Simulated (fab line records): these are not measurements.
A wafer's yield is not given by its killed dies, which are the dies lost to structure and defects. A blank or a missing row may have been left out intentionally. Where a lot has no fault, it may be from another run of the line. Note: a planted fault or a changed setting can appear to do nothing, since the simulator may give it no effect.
Split-lot trial / flow n5-finfet / on a route of 1938 steps: 7 lots, 39 wafers read

== ABOUT THE SPLIT ==
At N5_WELL_APT_IMPLANT_15, the setting energy-kev was moved away from the recipe's 25 on 18 of the 39 wafers read, by -13.8% to +11.1%. For the rest of the wafers, this setting stayed at what the recipe calls for.

The reading is taken at the split's own step.

== THE READING ==
The simulator's own value implant.drp-nm, read by no gauge, in nm at N5_WELL_APT_IMPLANT_15. The file does not state a usual value for it.

wafer=L076.1; tool, chamber at the split=implanter-01, 0; energy-kev as run=25; against the recipe=recipe; implant.drp-nm, nm=8.457; against lot-mates on the recipe=-
wafer=L076.3; tool, chamber at the split=implanter-01, 0; energy-kev as run=25; against the recipe=recipe; implant.drp-nm, nm=8.457; against lot-mates on the recipe=-
wafer=L076.5; tool, chamber at the split=implanter-01, 0; energy-kev as run=25; against the recipe=recipe; implant.drp-nm, nm=8.457; against lot-mates on the recipe=-
wafer=L085.1; tool, chamber at the split=implanter-01, 0; energy-kev as run=27.51; against the recipe=+10.0%; implant.drp-nm, nm=9.055; against lot-mates on the recipe=+0.598
wafer=L085.5; tool, chamber at the split=implanter-01, 0; energy-kev as run=27.51; against the recipe=+10.0%; implant.drp-nm, nm=9.055; against lot-mates on the recipe=+0.598
wafer=L085.6; tool, chamber at the split=implanter-01, 0; energy-kev as run=27.51; against the recipe=+10.0%; implant.drp-nm, nm=9.055; against lot-mates on the recipe=+0.598
wafer=L085.2; tool, chamber at the split=implanter-01, 0; energy-kev as run=25; against the recipe=recipe; implant.drp-nm, nm=8.457; against lot-mates on the recipe=-
wafer=L085.3; tool, chamber at the split=implanter-01, 0; energy-kev as run=25; against the recipe=recipe; implant.drp-nm, nm=8.457; against lot-mates on the recipe=-
wafer=L085.4; tool, chamber at the split=implanter-01, 0; energy-kev as run=25; against the recipe=recipe; implant.drp-nm, nm=8.457; against lot-mates on the recipe=-
wafer=L087.1; tool, chamber at the split=implanter-01, 0; energy-kev as run=25; against the recipe=recipe; implant.drp-nm, nm=8.457; against lot-mates on the recipe=-
wafer=L087.3; tool, chamber at the split=implanter-01, 0; energy-kev as run=25; against the recipe=recipe; implant.drp-nm, nm=8.457; against lot-mates on the recipe=-
wafer=L087.6; tool, chamber at the split=implanter-01, 0; energy-kev as run=25; against the recipe=recipe; implant.drp-nm, nm=8.457; against lot-mates on the recipe=-
wafer=L087.2; tool, chamber at the split=implanter-01, 0; energy-kev as run=27.78; against the recipe=+11.1%; implant.drp-nm, nm=9.119; against lot-mates on the recipe=+0.662
wafer=L087.4; tool, chamber at the split=implanter-01, 0; energy-kev as run=27.78; against the recipe=+11.1%; implant.drp-nm, nm=9.119; against lot-mates on the recipe=+0.662
wafer=L087.5; tool, chamber at the split=implanter-01, 0; energy-kev as run=27.78; against the recipe=+11.1%; implant.drp-nm, nm=9.119; against lot-mates on the recipe=+0.662
wafer=L090.1; tool, chamber at the split=implanter-01, 0; energy-kev as run=25; against the recipe=recipe; implant.drp-nm, nm=8.457; against lot-mates on the recipe=-
wafer=L090.4; tool, chamber at the split=implanter-01, 0; energy-kev as run=25; against the recipe=recipe; implant.drp-nm, nm=8.457; against lot-mates on the recipe=-
wafer=L090.5; tool, chamber at the split=implanter-01, 0; energy-kev as run=25; against the recipe=recipe; implant.drp-nm, nm=8.457; against lot-mates on the recipe=-
wafer=L090.2; tool, chamber at the split=implanter-01, 0; energy-kev as run=23.97; against the recipe=-4.1%; implant.drp-nm, nm=8.209; against lot-mates on the recipe=-0.248
wafer=L090.3; tool, chamber at the split=implanter-01, 0; energy-kev as run=23.97; against the recipe=-4.1%; implant.drp-nm, nm=8.209; against lot-mates on the recipe=-0.248
wafer=L090.6; tool, chamber at the split=implanter-01, 0; energy-kev as run=23.97; against the recipe=-4.1%; implant.drp-nm, nm=8.209; against lot-mates on the recipe=-0.248
wafer=L092.1; tool, chamber at the split=implanter-01, 0; energy-kev as run=23.04; against the recipe=-7.8%; implant.drp-nm, nm=7.984; against lot-mates on the recipe=-0.473
wafer=L092.4; tool, chamber at the split=implanter-01, 0; energy-kev as run=23.04; against the recipe=-7.8%; implant.drp-nm, nm=7.984; against lot-mates on the recipe=-0.473
wafer=L092.5; tool, chamber at the split=implanter-01, 0; energy-kev as run=23.04; against the recipe=-7.8%; implant.drp-nm, nm=7.984; against lot-mates on the recipe=-0.473
wafer=L092.2; tool, chamber at the split=implanter-01, 0; energy-kev as run=25; against the recipe=recipe; implant.drp-nm, nm=8.457; against lot-mates on the recipe=-
wafer=L092.3; tool, chamber at the split=implanter-01, 0; energy-kev as run=25; against the recipe=recipe; implant.drp-nm, nm=8.457; against lot-mates on the recipe=-
wafer=L092.6; tool, chamber at the split=implanter-01, 0; energy-kev as run=25; against the recipe=recipe; implant.drp-nm, nm=8.457; against lot-mates on the recipe=-
wafer=L094.1; tool, chamber at the split=implanter-01, 0; energy-kev as run=21.56; against the recipe=-13.8%; implant.drp-nm, nm=7.621; against lot-mates on the recipe=-0.836
wafer=L094.3; tool, chamber at the split=implanter-01, 0; energy-kev as run=21.56; against the recipe=-13.8%; implant.drp-nm, nm=7.621; against lot-mates on the recipe=-0.836
wafer=L094.4; tool, chamber at the split=implanter-01, 0; energy-kev as run=21.56; against the recipe=-13.8%; implant.drp-nm, nm=7.621; against lot-mates on the recipe=-0.836
wafer=L094.2; tool, chamber at the split=implanter-01, 0; energy-kev as run=25; against the recipe=recipe; implant.drp-nm, nm=8.457; against lot-mates on the recipe=-
wafer=L094.5; tool, chamber at the split=implanter-01, 0; energy-kev as run=25; against the recipe=recipe; implant.drp-nm, nm=8.457; against lot-mates on the recipe=-
wafer=L094.6; tool, chamber at the split=implanter-01, 0; energy-kev as run=25; against the recipe=recipe; implant.drp-nm, nm=8.457; against lot-mates on the recipe=-
wafer=L095.1; tool, chamber at the split=implanter-01, 0; energy-kev as run=25; against the recipe=recipe; implant.drp-nm, nm=8.457; against lot-mates on the recipe=-
wafer=L095.2; tool, chamber at the split=implanter-01, 0; energy-kev as run=25; against the recipe=recipe; implant.drp-nm, nm=8.457; against lot-mates on the recipe=-
wafer=L095.4; tool, chamber at the split=implanter-01, 0; energy-kev as run=25; against the recipe=recipe; implant.drp-nm, nm=8.457; against lot-mates on the recipe=-
wafer=L095.3; tool, chamber at the split=implanter-01, 0; energy-kev as run=26.54; against the recipe=+6.2%; implant.drp-nm, nm=8.825; against lot-mates on the recipe=+0.368
wafer=L095.5; tool, chamber at the split=implanter-01, 0; energy-kev as run=26.54; against the recipe=+6.2%; implant.drp-nm, nm=8.825; against lot-mates on the recipe=+0.368
wafer=L095.6; tool, chamber at the split=implanter-01, 0; energy-kev as run=26.54; against the recipe=+6.2%; implant.drp-nm, nm=8.825; against lot-mates on the recipe=+0.368

FIT RESULTS
A straight line over all 39 wafers: implant.drp-nm changes by +0.0601 nm for each +1% of energy-kev; r = +1.00; the points scatter about the line by 0.003 nm.
The same after taking each lot's own level away (the mean of its wafers on the recipe; 39 wafers): +0.0601 nm for each +1%; r = +1.00; scatter 0.003 nm.
According to that fit, moving energy-kev by its largest amount changes the reading by 0.83 nm.
The lots' own levels span 8.4570 to 8.4570 nm.
So the lot-to-lot level changes the slope little: the two slopes agree.
Check: -0.828 nm against its lot-mates is what the line predicts for one of the wafers moved furthest among these (-13.8%) when that wafer is left out of the fit. It came out at -0.836 nm against them.

== THE WHOLE CHAIN: every reading that the file lists as answering this split, in the file's order ==
step=N5_WELL_APT_IMPLANT_15; what it does=; reading=implant.rp-nm (the simulator's own value, which no gauge read); change (the file's fit)=+0.139 nm for each +1% of the setting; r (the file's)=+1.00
step=N5_WELL_APT_IMPLANT_15; what it does=; reading=implant.drp-nm (the simulator's own value, which no gauge read); change (the file's fit)=+0.0601 nm for each +1% of the setting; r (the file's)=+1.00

== THE FILE'S OWN FIT ==
implant.drp-nm changes by +0.0601 nm for each +1% of energy-kev, r = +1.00.
